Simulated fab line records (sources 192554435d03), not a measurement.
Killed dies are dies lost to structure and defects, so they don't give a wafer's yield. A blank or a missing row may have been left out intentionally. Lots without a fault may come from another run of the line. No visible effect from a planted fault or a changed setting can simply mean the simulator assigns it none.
fab line records	flow n5-finfet
[record] lots = 6	wafers = 18	last-day = 18
route steps=1938 shown GATE_CUT@488 PASSIVATION@1936
lots with no fault: from the same line, run without faults
start-h: hours from the record's first day to the start of the lot's first wafer shown	wait-h: how many hours have passed since the lot's step before this one	" same as the row above	L1.1+2: one row covering several wafers at once	- no value, or no start given	* or withheld: withheld	< > ~ a bound
route shown NAME@n: names a module that has steps shown in the file, with the first one's number in the route	usual: the fault-free wafers' mean and standard deviation	same: alike in all rows	chamber/n: place in a boat	sites: the reading at each site	_std_site: standard deviation across them	_edge_site: the outer-site mean with the inner-site mean subtracted	radius-mm: for every site, how far away it sits from the centre of the wafer	mask NAME#n: copy n	behind: tool/chamber where the wafer was last shaped	hold: cause of the lot's hold/its duration in hours/its outcome	device: the n, p or np transistor that did not switch	end of line: tests of these same wafers at the route's end	a step with no rows: only its recipe	killed: the dies lost at the first sort to structure and to defects; this is not the yield of the wafer	map: the dies of a wafer, with x for killed, . for not killed, _ for no die there
set.NAME: the setting that was run; set.NAME@STEP: the one run at that earlier step	model.NAME: the simulator's own value behind a step, which no gauge read
lots seen at some steps along the route; tables by step, rows by wafer
services: when a tool's chamber went out of use (start-h, in hours from the record's first day, below 0 if earlier), for how many hours, and the reason
[[steps]]
[step N5_GATE_CUT_OVL_MEAS_14]
[recipe] points-per-wafer = 522
[usual] GATE_CUT_OVL = 0.0/0.76
lot.wafer	tool	chamber	start-h	wait-h	GATE_CUT_OVL[nm]
L854.1	overlay-02	0	93.17	0.0	0.8
L854.3	"	0	"	"	0.6
L854.4	"	0	"	"	1.3
L858.1	overlay-02	0	122.84	0.0	0.1
L858.2	"	0	"	"	-0.2
L858.6	"	0	"	"	0.8
L863.2	overlay-01	0	150.51	0.0	-0.1
L863.5	"	0	"	"	-0.7
L863.6	"	0	"	"	-1.5
L865.1	overlay-01	0	170.93	0.2	1.2
L865.2	"	0	"	"	0.3
L865.6	"	0	"	"	0.4
L871.1	overlay-01	0	207.02	0.0	-1.3
L871.2	"	0	"	"	-0.9
L871.6	"	0	"	"	-0.7
L875.2	overlay-02	0	225.71	0.0	-0.4
L875.4	"	0	"	"	-0.9
L875.6	"	0	"	"	-0.4
[step N5_GATE_CUT_INSPECT_15]
[recipe] mode = adi	inspect-instrument = brightfield
[usual] raw-defect-count = 137/45
lot.wafer	tool	chamber	start-h	wait-h	raw-defect-count
L854.1	defect-inspect-01	-	93.23	0.1	60
L854.3	"	-	"	"	85
L854.4	"	-	"	"	100
L858.1	defect-inspect-02	-	122.89	0.1	146
L858.2	"	-	"	"	148
L858.6	"	-	"	"	206
L863.2	defect-inspect-02	-	150.57	0.0	226
L863.5	"	-	"	"	222
L863.6	"	-	"	"	298
L865.1	defect-inspect-01	-	171.00	0.1	108
L865.2	"	-	"	"	93
L865.6	"	-	"	"	93
L871.1	defect-inspect-02	-	207.08	0.1	140
L871.2	"	-	"	"	122
L871.6	"	-	"	"	147
L875.2	defect-inspect-01	-	225.76	0.0	119
L875.4	"	-	"	"	101
L875.6	"	-	"	"	106
[step N5_GATE_CUT_DESCUM_18]
[recipe] chemistry = O2	time-s = 7	source-power-w = 50	bias-power-w = 20	pressure-mtorr = 20	rf-frequency-hz = 2.712e+07	temp-c = 40	resist = CAR-EUV	o2-flow-sccm = 225
[step N5_GATE_CUT_ETCH_28]
[recipe] chemistry = N2/H2	target = underlayer	target-depth-a = 130	mask-material = CAR-EUV	time-s = 10.4	ion-energy-ev = 200	pressure-mtorr = 30	source-w = 840	bias-w = 150	n2-flow-sccm = 200	h2-flow-sccm = 200	ends = cleared
[usual] drypump-motor-current-A = 5.6/0.39	etch-rf-on-time-s = 10.5/0.36	oes-product-au = 0.65/0.069	rf-vpp-V = 523.6/2.2	showerhead-plenum-p-Torr = 2.52/0.081	throttle-valve-pct = 18.0/0.32
lot.wafer	tool	chamber	start-h	wait-h	drypump-motor-current-A	etch-rf-on-time-s	oes-product-au	rf-hours-counter-h	rf-vpp-V	showerhead-plenum-p-Torr	throttle-valve-pct
L854.1	rie-diel-01	3	93.30	0.0	6.1	10.0	0.65	170	520.5	2.42	18.3
L854.3	"	0	"	"	6.4	10.3	0.66	144	524.2	2.53	17.5
L854.4	"	2	"	"	6.1	10.6	0.65	128	527.6	2.66	17.6
L858.1	rie-diel-02	3	122.96	0.0	5.3	10.6	0.71	67	524.0	2.56	17.5
L858.2	"	2	"	"	5.9	11.2	0.63	133	522.4	2.55	17.8
L858.6	"	1	"	"	5.6	10.6	0.66	-	521.2	2.44	18.1
L863.2	rie-diel-03	1	150.67	0.0	5.1	10.7	0.57	219	523.3	2.52	18.4
L863.5	"	2	"	"	5.9	10.3	0.60	-	524.1	2.49	18.5
L863.6	"	1	"	"	5.1	10.7	0.57	-	524.8	2.52	18.4
L865.1	rie-diel-03	2	171.93	0.0	5.9	10.3	0.60	249	523.2	2.48	18.5
L865.2	"	1	"	"	5.1	10.7	0.57	224	522.9	2.52	18.4
L865.6	"	1	"	"	5.1	10.5	0.58	-	523.3	2.52	18.4
L871.1	rie-diel-01	1	207.15	0.0	5.3	10.4	0.64	160	520.1	2.43	18.1
L871.2	"	0	"	"	6.4	10.3	0.64	180	522.9	2.51	17.6
L871.6	"	2	"	"	6.1	10.6	0.62	-	526.4	2.65	17.6
L875.2	rie-diel-03	3	226.49	0.0	5.2	11.1	0.61	163	519.8	2.42	18.0
L875.4	"	1	"	"	5.1	10.5	0.57	243	521.5	2.51	18.4
L875.6	"	3	"	"	5.2	11.1	0.62	-	521.7	2.42	18.0
[step N5_GATE_CUT_ETCH_36]
[recipe] chemistry = CF4	target = SiARC	target-depth-a = 130	mask-material = CAR-EUV	time-s = 21.7	ion-energy-ev = 80	pressure-mtorr = 40	source-w = 545	bias-w = 36	Ar_flow_sccm = 100	cf4-flow-sccm = 100	ends = cleared
[usual] drypump-motor-current-A = 5.6/0.39	etch-rf-on-time-s = 21.9/0.68	mfc-ar-sccm = 99.94/0.26	oes-product-au = 0.65/0.069	rf-vpp-V = 183.8/1	showerhead-plenum-p-Torr = 2.13/0.063	throttle-valve-pct = 15.78/0.28
lot.wafer	tool	chamber	start-h	wait-h	drypump-motor-current-A	etch-rf-on-time-s	mfc-ar-sccm	oes-product-au	rf-hours-counter-h	rf-vpp-V	showerhead-plenum-p-Torr	throttle-valve-pct
L854.1	rie-diel-01	3	93.32	0.0	6.1	20.5	100.23	0.65	170	182.9	2.05	16.03
L854.3	"	0	"	"	6.4	21.5	99.44	0.66	144	185.3	2.12	15.34
L854.4	"	2	"	"	6.1	21.7	100.24	0.66	128	184.6	2.23	15.37
L858.1	rie-diel-02	3	122.98	0.0	5.3	21.5	99.77	0.71	67	183.8	2.18	15.51
L858.2	"	2	"	"	5.9	22.7	100.02	0.64	133	185.8	2.15	15.68
L858.6	"	1	"	"	5.6	21.9	99.99	0.67	-	182.8	2.05	15.76
L863.2	rie-diel-03	1	150.68	0.0	5.1	22.5	100.03	0.57	219	184.9	2.12	16.10
L863.5	"	2	"	"	5.8	21.5	99.66	0.61	-	184.3	2.10	16.19
L863.6	"	1	"	"	5.1	22.3	99.99	0.57	-	181.5	2.12	16.09
L865.1	rie-diel-03	2	171.95	0.0	5.8	21.6	99.98	0.60	249	183.0	2.10	16.20
L865.2	"	1	"	"	5.1	22.0	100.45	0.57	224	183.4	2.12	16.11
L865.6	"	1	"	"	5.1	22.2	100.33	0.58	-	183.8	2.12	16.10
L871.1	rie-diel-01	1	207.17	0.0	5.3	21.8	99.50	0.64	160	182.0	2.04	15.73
L871.2	"	0	"	"	6.4	21.3	99.83	0.64	180	184.9	2.11	15.39
L871.6	"	2	"	"	6.1	21.7	99.38	0.63	-	186.1	2.22	15.41
L875.2	rie-diel-03	3	226.51	0.0	5.2	22.8	99.93	0.63	163	182.0	2.06	15.83
L875.4	"	1	"	"	5.1	22.2	100.04	0.56	243	184.0	2.12	16.13
L875.6	"	3	"	"	5.2	22.8	99.95	0.63	-	183.0	2.06	15.84
[step N5_GATE_CUT_ETCH_37]
[recipe] chemistry = N2/H2	target = SOC	target-depth-a = 600	overetch-a = 120	mask-material = SiARC	temp-c = 40	time-s = 90	ion-energy-ev = 200	pressure-mtorr = 30	source-w = 840	bias-w = 150	n2-flow-sccm = 200	h2-flow-sccm = 200
[step N5_GATE_CUT_STRIP_38]
[recipe] chemistry = N2/H2	temp-c = 40	n2-flow-sccm = 200	h2-flow-sccm = 200	rf-frequency-hz = 6e+07
[step N5_GATE_CUT_STRIP_39]
[recipe] chemistry = N2/H2	temp-c = 40	n2-flow-sccm = 200	h2-flow-sccm = 200	rf-frequency-hz = 6e+07
[step N5_GATE_CUT_HM_OPEN_40]
[recipe] chemistry = C4F6/O2	target = SiO2	mask-material = SiARC	target-depth-a = 1390	time-s = 85.1	ion-energy-ev = 250	pressure-mtorr = 30	source-w = 345	bias-w = 185	Ar_flow_sccm = 300	C4F6_flow_sccm = 10	O2_flow_sccm = 10	ends = cleared
[usual] C4F6_flow_sccm = 9.999/0.028	drypump-motor-current-A = 5.6/0.39	etch-rf-on-time-s = 94.4/2.7	mfc-ar-sccm = 300.0/0.95	oes_o_777_au = 0.77/0.083	oes-product-au = 0.69/0.072	rf-vpp-V = 661/15	showerhead-plenum-p-Torr = 2.82/0.083	throttle-valve-pct = 21.05/0.27
lot.wafer	tool	chamber	start-h	wait-h	C4F6_flow_sccm	drypump-motor-current-A	etch-rf-on-time-s	mfc-ar-sccm	oes_o_777_au	oes-product-au	rf-hours-counter-h	rf-vpp-V	showerhead-plenum-p-Torr	throttle-valve-pct
L854.1	rie-diel-01	3	93.43	0.0	9.969	6.1	91.9	299.6	0.80	0.67	171	648	2.72	21.40
L854.3	"	0	"	"	10.012	6.4	93.5	299.6	0.82	0.68	144	685	2.83	20.59
L854.4	"	2	"	"	9.980	6.1	94.6	299.7	0.78	0.69	128	666	2.95	20.53
L858.1	rie-diel-02	3	123.09	0.0	10.043	5.3	91.5	300.4	0.86	0.76	67	675	2.89	20.77
L858.2	"	2	"	"	10.035	5.8	95.0	300.1	0.72	0.67	133	662	2.86	21.01
L858.6	"	1	"	"	10.027	5.6	96.2	300.2	0.78	0.70	-	652	2.75	21.25
L863.2	rie-diel-03	1	150.79	0.0	9.971	5.1	94.2	299.7	0.67	0.61	219	655	2.81	21.37
L863.5	"	2	"	"	9.994	5.8	93.3	300.9	0.73	0.64	-	649	2.76	21.27
L863.6	"	1	"	"	9.980	5.1	94.1	299.9	0.67	0.61	-	654	2.81	21.39
L865.1	rie-diel-03	2	172.06	0.0	9.993	5.9	93.0	300.8	0.73	0.63	249	648	2.75	21.27
L865.2	"	1	"	"	10.028	5.1	96.5	299.5	0.66	0.61	224	656	2.81	21.39
L865.6	"	1	"	"	10.078	5.1	97.9	299.0	0.67	0.60	-	656	2.81	21.37
L871.1	rie-diel-01	1	207.28	0.0	9.953	5.3	90.8	300.6	0.70	0.69	160	692	2.71	21.02
L871.2	"	0	"	"	9.991	6.4	91.4	299.2	0.79	0.67	180	685	2.81	20.63
L871.6	"	2	"	"	9.976	6.1	94.4	299.2	0.76	0.66	-	667	2.93	20.57
L875.2	rie-diel-03	3	226.62	0.0	9.973	5.2	95.4	300.1	0.72	0.66	163	638	2.73	21.12
L875.4	"	1	"	"	9.988	5.1	96.5	298.2	0.66	0.59	243	655	2.80	21.42
L875.6	"	3	"	"	10.011	5.2	97.9	300.7	0.72	0.66	-	637	2.73	21.11
[step N5_GATE_CUT_STRIP_41]
[recipe] chemistry = CF4	resist = SiARC	power-w = 300	bias-power-w = 75	pressure-mtorr = 50	cf4-flow-sccm = 150	rf-frequency-hz = 6e+07
[step N5_GATE_CUT_STRIP_42]
[recipe] chemistry = O2	power-w = 400	temp-c = 40	pressure-mtorr = 30	rf-frequency-hz = 6e+07	bias-power-w = 0	overash-fraction = 0.3	o2-flow-sccm = 225
[step N5_GATE_CUT_ETCH_19]
[recipe] chemistry = CH3F/O2	target = SiNx	mask-material = SiO2	target-depth-a = 537	time-s = 76.7	pressure-mtorr = 30	source-w = 395	bias-w = 73	Ar_flow_sccm = 150	CH3F_flow_sccm = 30	O2_flow_sccm = 20	ion-energy-ev = 120	ends = cleared
[usual] drypump-motor-current-A = 5.6/0.39	etch-rf-on-time-s = 77.6/1.6	mfc-ar-sccm = 150.0/0.53	oes_o_777_au = 0.77/0.08	oes-product-au = 0.65/0.068	rf-vpp-V = 296/6.7	showerhead-plenum-p-Torr = 1.98/0.062	throttle-valve-pct = 16.49/0.26
lot.wafer	tool	chamber	start-h	wait-h	drypump-motor-current-A	etch-rf-on-time-s	mfc-ar-sccm	oes_o_777_au	oes-product-au	rf-hours-counter-h	rf-vpp-V	showerhead-plenum-p-Torr	throttle-valve-pct
L854.1	rie-diel-01	3	93.55	0.0	6.0	75.4	149.7	0.80	0.64	171	290	1.91	16.77
L854.3	"	0	"	"	6.4	77.7	149.5	0.78	0.66	144	306	1.99	16.11
L854.4	"	2	"	"	6.1	78.0	149.8	0.77	0.65	128	300	2.08	16.04
L858.1	rie-diel-02	3	123.21	0.0	5.3	75.9	149.4	0.83	0.72	67	302	2.03	16.19
L858.2	"	2	"	"	5.9	78.8	149.3	0.72	0.65	133	297	2.02	16.45
L858.6	"	1	"	"	5.6	78.2	149.9	0.80	0.66	-	291	1.93	16.61
L863.2	rie-diel-03	1	150.92	0.0	5.1	79.1	149.4	0.67	0.58	220	293	1.98	16.79
L863.5	"	2	"	"	5.9	76.5	149.8	0.73	0.60	-	291	1.93	16.78
L863.6	"	1	"	"	5.1	78.6	150.1	0.66	0.58	-	293	1.98	16.80
L865.1	rie-diel-03	2	172.18	0.0	5.8	76.7	149.9	0.73	0.59	249	291	1.93	16.78
L865.2	"	1	"	"	5.1	78.9	149.9	0.66	0.57	224	291	1.98	16.83
L865.6	"	1	"	"	5.1	79.0	149.9	0.66	0.57	-	293	1.98	16.81
L871.1	rie-diel-01	1	207.40	0.0	5.3	77.0	149.5	0.73	0.64	160	309	1.90	16.47
L871.2	"	0	"	"	6.4	77.4	150.5	0.75	0.63	180	307	1.98	16.16
L871.6	"	2	"	"	6.1	78.0	150.0	0.74	0.63	-	298	2.07	16.10
L875.2	rie-diel-03	3	226.74	0.0	5.2	81.1	149.9	0.74	0.62	163	283	1.91	16.53
L875.4	"	1	"	"	5.1	77.6	150.2	0.66	0.57	243	292	1.97	16.87
L875.6	"	3	"	"	5.2	79.9	149.8	0.74	0.63	-	285	1.91	16.50
[step N5_GATE_CUT_CUT_ETCH_53]
[recipe] chemistry = SF6/Cl2	target = W	mask-material = SiO2	target-depth-a = 792	pressure-mtorr = 8	icp-w = 900	bias-w = 80	SF6_flow_sccm = 40	Cl2_flow_sccm = 60	ends = cleared
[usual] drypump-motor-current-A = 5.8/0.34	etch-rf-on-time-s = 26.2/0.86	oes-product-au = 0.68/0.063	throttle-valve-pct = 28.9/0.5
lot.wafer	tool	chamber	start-h	wait-h	drypump-motor-current-A	etch-rf-on-time-s	oes-product-au	rf-hours-counter-h	throttle-valve-pct
L854.1	rie-metal-01	1	93.66	0.1	5.5	26.8	0.74	19	28.8
L854.3	"	1	"	"	5.5	26.5	0.74	-	28.8
L854.4	"	0	"	"	5.7	25.0	0.63	-	29.1
L858.1	rie-metal-01	1	123.32	0.1	5.5	26.2	0.75	22	28.8
L858.2	"	0	"	"	5.7	24.9	0.63	94	29.1
L858.6	"	0	"	"	5.7	25.0	0.63	-	29.1
L863.2	rie-metal-01	0	151.02	0.1	5.7	25.1	0.62	96	29.1
L863.5	"	0	"	"	5.7	25.1	0.62	-	29.1
L863.6	"	1	"	"	5.5	26.7	0.72	-	28.8
L865.1	rie-metal-03	1	172.29	0.1	6.4	26.4	0.64	67	27.9
L865.2	"	0	"	"	6.2	27.0	0.73	33	29.6
L865.6	"	1	"	"	6.4	26.1	0.65	-	27.9
L871.1	rie-metal-03	1	207.50	0.1	6.4	26.5	0.64	70	27.9
L871.2	"	0	"	"	6.1	27.9	0.71	36	29.6
L871.6	"	1	"	"	6.4	34.3	0.55	-	27.9
L875.2	rie-metal-03	1	226.84	0.1	6.4	25.9	0.64	71	27.9
L875.4	"	0	"	"	6.1	27.4	0.70	-	29.6
L875.6	"	1	"	"	6.4	34.3	0.55	-	27.8
[step N5_GATE_CUT_CUT_ETCH_54]
[recipe] chemistry = Cl2/BCl3	target = TiN	mask-material = SiO2	target-depth-a = 967	pressure-mtorr = 10	icp-w = 1000	bias-w = 126	Cl2_flow_sccm = 53.25	bcl3-flow-sccm = 21.75	Ar_flow_sccm = 25	ends = cleared
[usual] drypump-motor-current-A = 5.8/0.34	etch-rf-on-time-s = 36.6/1.2	mfc-ar-sccm = 25.01/0.071	oes-product-au = 0.68/0.063	throttle-valve-pct = 22.2/0.37
lot.wafer	tool	chamber	start-h	wait-h	drypump-motor-current-A	etch-rf-on-time-s	mfc-ar-sccm	oes-product-au	rf-hours-counter-h	throttle-valve-pct
L854.1	rie-metal-01	1	93.72	0.0	5.5	36.7	24.98	0.75	19	21.9
L854.3	"	1	"	"	5.5	36.5	24.87	0.75	-	21.9
L854.4	"	0	"	"	5.7	35.0	25.10	0.63	-	22.5
L858.1	rie-metal-01	1	123.38	0.0	5.5	36.9	25.08	0.73	22	21.9
L858.2	"	0	"	"	5.7	34.8	25.05	0.62	94	22.5
L858.6	"	0	"	"	5.7	34.8	25.10	0.62	-	22.5
L863.2	rie-metal-01	0	151.08	0.0	5.7	34.8	25.03	0.62	96	22.5
L863.5	"	0	"	"	5.7	34.6	25.01	0.62	-	22.5
L863.6	"	1	"	"	5.5	37.0	25.10	0.73	-	22.0
L865.1	rie-metal-03	1	172.35	0.0	6.5	36.8	25.00	0.64	67	21.6
L865.2	"	0	"	"	6.2	37.9	25.08	0.72	33	22.6
L865.6	"	1	"	"	6.4	36.3	24.87	0.65	-	21.6
L871.1	rie-metal-03	1	207.56	0.0	6.4	36.7	24.93	0.64	70	21.6
L871.2	"	0	"	"	6.2	37.9	25.10	0.72	36	22.6
L871.6	"	1	"	"	6.4	36.7	24.98	0.64	-	21.6
L875.2	rie-metal-03	1	226.90	0.0	6.4	36.6	24.94	0.64	71	21.6
L875.4	"	0	"	"	6.2	38.7	25.04	0.71	-	22.7
L875.6	"	1	"	"	6.4	36.5	25.02	0.63	-	21.6
[step N5_PASSIVATION_PROBE_49]
[usual] killed_at_M0_to_M3 = 33/9.9	killed_at_M4_up = 15/5.6	killed-at-contacts = 13/5.7	killed-at-front-end = 38/12	killed-at-other = 4/3.1	killed-dies = 103/17	killed-open = 66/13	killed-short = 32/7.8
[same] gross-dies = 1180	killed-at-back-side = 0
lot.wafer	tool	chamber	start-h	wait-h	killed_at_M0_to_M3	killed_at_M4_up	killed-at-contacts	killed-at-front-end	killed-at-other	killed-dies	killed-open	killed-short
L854.1	prober-02	-	299.44	0.0	49	16	13	37	2	117	74	40
L854.3	prober-02	-	299.54	0.1	36	10	6	31	2	85	63	21
L854.4	prober-02	-	299.59	0.2	41	18	11	33	3	106	73	33
L858.1	prober-02	-	321.17	0.0	33	21	16	53	3	126	89	35
L858.2	prober-02	-	321.22	0.1	36	13	16	55	3	123	77	41
L858.6	prober-02	-	321.42	0.3	26	20	21	33	3	103	73	28
L863.2	prober-02	-	345.99	0.1	17	8	20	29	2	76	48	26
L863.5	prober-02	-	346.14	0.2	22	12	9	42	0	85	63	22
L863.6	prober-02	-	346.19	0.3	24	14	12	13	1	64	39	21
L865.1	prober-02	-	371.59	0.0	58	19	11	65	2	155	102	51
L865.2	prober-02	-	371.64	0.1	42	12	13	62	3	132	88	38
L865.6	prober-02	-	371.84	0.3	32	17	26	42	3	120	77	41
L871.1	prober-01	-	408.14	0.0	32	22	10	52	0	116	73	38
L871.2	prober-01	-	408.19	0.1	24	16	5	44	6	95	57	35
L871.6	prober-01	-	408.39	0.3	33	10	5	42	0	90	58	28
L875.2	prober-02	-	432.57	0.1	29	7	10	63	7	116	64	41
L875.4	prober-02	-	432.67	0.2	26	8	15	59	2	110	86	20
L875.6	prober-02	-	432.77	0.3	20	14	10	39	0	83	59	18
// killed by level:class
L854.1 FIN_SAQP:geometric-particle:short=15 BEOL_M0_SAQP:geometric-particle:open=13 MOL_CONTACT_COAG:geometric-particle:open=12 BEOL_M0_SAQP:geometric-particle:short=10 BEOL_M2:geometric-particle:open=7 BEOL_M3:geometric-particle:open=7 BEOL_M1:geometric-particle:open=5 BEOL_M4:geometric-particle:open=5
L854.3 BEOL_M2:geometric-particle:open=10 BEOL_M3:geometric-particle:open=9 BEOL_M1:geometric-particle:open=7 STI_FIN_REVEAL:geometric-particle:open=5 BEOL_M4:geometric-particle:open=5 FIN_SAQP:geometric-particle:open=4 DUMMY_GATE:geometric-particle:open=4 ILD0:geometric-particle:short=4
L854.4 BEOL_M0_SAQP:geometric-particle:open=11 FIN_SAQP:geometric-particle:short=10 BEOL_M5:geometric-particle:open=10 MOL_CONTACT_COAG:geometric-particle:open=9 BEOL_M2:geometric-particle:open=8 DUMMY_GATE:geometric-particle:open=7 BEOL_M1:geometric-particle:open=7 FIN_SAQP:geometric-particle:open=4
L858.1 FIN_SAQP:geometric-particle:open=17 FIN_SAQP:geometric-particle:short=14 MOL_CONTACT_COAG:geometric-particle:open=14 BEOL_M5:geometric-particle:open=9 BEOL_M2:geometric-particle:open=8 BEOL_M0_SAQP:geometric-particle:open=7 GATE_CUT:geometric-particle:short=6 BEOL_M1:geometric-particle:open=6
L858.2 FIN_SAQP:geometric-particle:open=15 FIN_SAQP:geometric-particle:short=15 BEOL_M0_SAQP:geometric-particle:short=13 MOL_CONTACT_COAG:geometric-particle:open=12 BEOL_M0_SAQP:geometric-particle:open=10 DUMMY_GATE:geometric-particle:open=8 STI_FIN_REVEAL:geometric-particle:open=6 BEOL_M2:geometric-particle:open=5
L858.6 MOL_CONTACT_COAG:geometric-particle:open=18 FIN_SAQP:geometric-particle:open=12 FIN_SAQP:geometric-particle:short=9 BEOL_M0_SAQP:geometric-particle:open=8 BEOL_M5:geometric-particle:open=7 BEOL_M2:geometric-particle:open=5 BEOL_M0_SAQP:geometric-particle:short=4 BEOL_M1:geometric-particle:open=4
L863.2 MOL_CONTACT_COAG:geometric-particle:open=17 STI_FIN_REVEAL:geometric-particle:open=7 BEOL_M0_SAQP:geometric-particle:open=6 GATE_CUT:geometric-particle:short=5 BEOL_M0_SAQP:geometric-particle:short=5 MOL_CONTACT_COAG:geometric-particle:short=3 STARTING-WAFER:geometric-particle:open=3 FIN_SAQP:geometric-particle:short=2
L863.5 STI_FIN_REVEAL:geometric-particle:open=18 STI_FIN_REVEAL:geometric-particle:short=6 MOL_CONTACT_COAG:geometric-particle:open=6 BEOL_M1:geometric-particle:open=6 BEOL_M0_SAQP:geometric-particle:open=5 BEOL_M2:geometric-particle:open=5 STARTING-WAFER:geometric-particle:open=5 FIN_SAQP:geometric-particle:open=4
L863.6 MOL_CONTACT_COAG:geometric-particle:open=8 BEOL_M0_SAQP:geometric-particle:short=8 BEOL_M0_SAQP:geometric-particle:open=6 BEOL_M4:geometric-particle:open=4 BEOL_M1:geometric-particle:open=3 BEOL_M2:geometric-particle:open=3 BEOL_M6:geometric-particle:open=3 STI_FIN_REVEAL:geometric-particle:short=2
L865.1 BEOL_M0_SAQP:geometric-particle:short=24 FIN_SAQP:geometric-particle:open=21 BEOL_M0_SAQP:geometric-particle:open=21 STI_FIN_REVEAL:geometric-particle:open=15 BEOL_M4:geometric-particle:open=11 BEOL_M2:geometric-particle:open=8 MOL_CONTACT_COAG:geometric-particle:open=7 GATE_CUT:geometric-particle:short=7
L865.2 STI_FIN_REVEAL:geometric-particle:open=26 BEOL_M0_SAQP:geometric-particle:open=18 BEOL_M0_SAQP:geometric-particle:short=12 MOL_CONTACT_COAG:geometric-particle:open=11 FIN_SAQP:geometric-particle:open=8 GATE_CUT:geometric-particle:short=6 STI_FIN_REVEAL:geometric-particle:short=5 BEOL_M1:geometric-particle:short=5
L865.6 MOL_CONTACT_COAG:geometric-particle:open=21 BEOL_M0_SAQP:geometric-particle:open=12 BEOL_M0_SAQP:geometric-particle:short=9 FIN_SAQP:geometric-particle:open=6 BEOL_M4:geometric-particle:open=6 FIN_SAQP:geometric-particle:short=5 STI_FIN_REVEAL:geometric-particle:open=5 GATE_CUT:geometric-particle:short=5
L871.1 FIN_SAQP:geometric-particle:short=16 FIN_SAQP:geometric-particle:open=9 MOL_CONTACT_COAG:geometric-particle:open=8 BEOL_M0_SAQP:geometric-particle:open=8 BEOL_M0_SAQP:geometric-particle:short=7 STI_FIN_REVEAL:geometric-particle:open=6 BEOL_M3:geometric-particle:open=6 BEOL_M5:geometric-particle:open=6
L871.2 DUMMY_GATE:geometric-particle:open=10 FIN_SAQP:geometric-particle:short=8 BEOL_M0_SAQP:geometric-particle:short=8 FIN_SAQP:geometric-particle:open=6 BEOL_M0_SAQP:geometric-particle:open=5 BEOL_M5:geometric-particle:short=4 MOL_CONTACT_COAG:geometric-particle:open=4 STARTING-WAFER:geometric-particle:open=4
L871.6 FIN_SAQP:geometric-particle:open=12 BEOL_M1:geometric-particle:open=10 BEOL_M0_SAQP:geometric-particle:short=8 FIN_SAQP:geometric-particle:short=6 BEOL_M0_SAQP:geometric-particle:open=6 DUMMY_GATE:geometric-particle:open=5 STI_FIN_REVEAL:geometric-particle:open=4 MOL_CONTACT_COAG:geometric-particle:open=4
L875.2 STI_FIN_REVEAL:geometric-particle:open=14 FIN_SAQP:geometric-particle:short=9 BEOL_M0_SAQP:geometric-particle:open=9 HKMG_FIN:area-etch=9 MOL_CONTACT_COAG:geometric-particle:open=7 BEOL_M2:geometric-particle:open=7 STI_FIN_REVEAL:geometric-particle:short=6 BEOL_M0_SAQP:geometric-particle:short=6
L875.4 STI_FIN_REVEAL:geometric-particle:open=21 FIN_SAQP:geometric-particle:open=13 MOL_CONTACT_COAG:geometric-particle:open=12 BEOL_M2:geometric-particle:open=5 BEOL_M3:geometric-particle:open=5 FIN_SAQP:geometric-particle:short=4 BEOL_M0_SAQP:geometric-particle:short=4 BEOL_M0_SAQP:geometric-particle:open=4
L875.6 STI_FIN_REVEAL:geometric-particle:open=13 FIN_SAQP:geometric-particle:open=11 MOL_CONTACT_COAG:geometric-particle:open=8 BEOL_M0_SAQP:geometric-particle:short=5 BEOL_M4:geometric-particle:open=5 BEOL_M2:geometric-particle:open=4 BEOL_M3:geometric-particle:open=4 BEOL_M1:geometric-particle:open=3
[[services]]
tool	chamber	start-h	hours	kind
rie-diel-03	3	101.29	10.9	repair
rie-diel-01	-	109.57	5.3	repair
rie-diel-01	1	126.45	15.1	repair
rie-diel-03	3	146.00	3.7	repair
rie-diel-02	0	156.91	-	clean
rie-diel-02	0	156.91	-	consumable-replace:focus-ring
rie-diel-02	0	156.91	15.5	scheduled-down
rie-diel-02	0	156.91	15.5	vent-cycle
rie-metal-03	-	160.04	0.6	repair
rie-metal-01	-	164.81	0.4	repair
rie-diel-03	2	173.35	-	clean
rie-diel-03	2	173.35	-	consumable-replace:focus-ring
rie-diel-03	2	173.35	19.9	scheduled-down
rie-diel-03	2	173.35	19.9	vent-cycle
rie-diel-01	1	197.73	6.1	repair
rie-diel-01	1	210.44	1.8	repair
rie-diel-02	-	212.13	28.1	pm
rie-metal-03	1	218.36	1.4	repair
[[key]]
[first-sign] step = N5_GATE_CUT_CUT_ETCH_53	reading = etch-rf-on-time-s	direction = up	sigmas = 9.5	usual = *	struck = *
effect none on later readings
met-at N5_GATE_CUT_CUT_ETCH_53
struck-wafers L871.6,L875.6
tester-left-out L871,L875
onset-between 172.29 207.50
[fault] kind = process-parameter-drift	tool = rie-metal-03	chamber = -	onset-h = 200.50	steps = N5_GATE_CUT_CUT_ETCH_53	channel = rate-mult	offset = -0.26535	shape = step	end-h = 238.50	scope = struck-wafers-only
// tester-left-out: of these lots the tester's yield and bins aren't shown, on N5 and GAA mostly nor the transistor test; their killed dies are dies lost to structure and defects alone, not to doping, threshold or leakage, so they don't give the yield
